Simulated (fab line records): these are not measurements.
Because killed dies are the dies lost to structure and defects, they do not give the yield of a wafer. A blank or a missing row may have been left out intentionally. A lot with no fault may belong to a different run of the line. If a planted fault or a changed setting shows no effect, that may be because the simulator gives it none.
Problem report in the 8D (eight disciplines) form, filled by code	flow n5Finfet	the parts of the form that need people (team, actions taken, sign-off) are left out

## 1. WHAT WENT WRONG
killed_at_M4_up at N5_PASSIVATION_PROBE_49 reads a mean of 68 on 1 wafer of 1 lot; wafers without a fault read 12 with a standard deviation of 4.6. Measured from the usual mean, that is +12 standard deviations.
First observed at day 17 00:09: wafer L586.5, on prober-01. The record holds 3 wafers of 1 lot with a number at this step. Rule for "out" (also "out of limits"): further than 4 standard deviations from the usual mean. Any other wafer with a number is counted as sound.

## 2. WHAT IT IS; WHAT IT IS NOT
question	is	is not
which readings at this step	killed_at_M4_up, killedOnRim	killed_at_M0_to_M3, killedAtContacts, killedAtFrontEnd, killedAtOther, killedOpen, killedShort, sort_bin_6_memory
which lots	L586	-
which wafers of those lots	L586.5	L586.1, L586.2
read on which tools	prober-01	-
when	from day 17 00:09	up to then (2 sound wafers)

## 3. WHAT RULES OUT EACH SUSPECT
Counting: any tool at a process step up to the reading remains a suspect provided it ran every lot that is out. Sound lots after the first of them don't rule it out here, since some wafers of a struck lot are sound.
- rieDiel-01 at N5_BEOL_M9_TRENCH_ETCH_37 (etches SiCOH lowk in C4F6/O2, target depth 151.43 nm, time 49 s): kept. It ran the lot that is out, L586 (day 13 21:31).
- rieDiel-02 at N5_PASSIVATION_VIA_ETCH_13 (etches SiO2 in CHF3/O2, target depth 660 nm, time 330 s): kept. It ran the lot that is out, L586 (day 16 17:04).
- pvdSputter-01 at N5_PASSIVATION_PRE_CLEAN_19: kept. It ran the lot that is out, L586 (day 16 18:14).
- rieMetal-01 at N5_PASSIVATION_ETCH_59 (etches TaN in Cl2/BCl3, target depth 65 nm, time 34.9 s): kept. It ran the lot that is out, L586 (day 16 19:32).
- prober-01 at N5_PASSIVATION_PROBE_49: kept. It ran the lot that is out, L586 (day 16 23:57). Its own killed_at_M4_up, killedOnRim readings are out on those wafers.
- Within rieDiel-01 at N5_BEOL_M9_TRENCH_ETCH_37: the wafers that are out ran in chamber 3; their sound lot-mates ran in chambers 0, 1.
Left after counting: rieDiel-01 at N5_BEOL_M9_TRENCH_ETCH_37, rieDiel-02 at N5_PASSIVATION_VIA_ETCH_13, pvdSputter-01 at N5_PASSIVATION_PRE_CLEAN_19, rieMetal-01 at N5_PASSIVATION_ETCH_59, prober-01 at N5_PASSIVATION_PROBE_49.

## 4. THE CAUSE (what the simulator had put in)
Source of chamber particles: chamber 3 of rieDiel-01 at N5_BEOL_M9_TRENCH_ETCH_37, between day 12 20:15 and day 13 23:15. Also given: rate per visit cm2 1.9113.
This tool is one of the 5 suspects left after counting.

## 5. THE CHAIN OF EFFECTS, in route order
One row per reading whose mean, taken over the struck wafers that have a number, lies over 3 standard deviations from the usual. Only readings for which the record gives a usual standard deviation are gone through. hours: the time from each lot's start at the first step in this table that gives one to its start at this step, as a median over the lots. sigmas: the change in usual standard deviations.
hours	step	reading	usual	on struck wafers	change	sigmas
0	N5_PASSIVATION_PROBE_49	defectLimitedYield	91.3 %	86.3	-5.0	-3.3
0	N5_PASSIVATION_PROBE_49	killed_at_M4_up	12	68	+56	+12
0	N5_PASSIVATION_PROBE_49	killedDies	103	162	+59	+3.5
0	N5_PASSIVATION_PROBE_49	killedOnRim	14	32	+18	+4.4
0	N5_PASSIVATION_PROBE_49	sortNPass	1077	1018	-59	-3.5
0	N5_PASSIVATION_PROBE_49	sortYieldPct	91.3 %	86.3	-5.0	-3.3
Its process steps:
- N5_PASSIVATION_PROBE_49

## 6. WHAT WOULD HAVE CAUGHT IT SOONER
First out-of-limits reading in this record: day 17 00:09, which is 100 hours after fault onset at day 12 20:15.
Tool readings at N5_BEOL_M9_TRENCH_ETCH_37 with a usual standard deviation given in the record: none out on any struck wafer, hence no alarm at a limit of 4 standard deviations on them.
By day 17 00:09, every lot that is out (1) had started N5_BEOL_M9_TRENCH_ETCH_37 on rieDiel-01. None of them would have been spared by holding the tool at that moment.
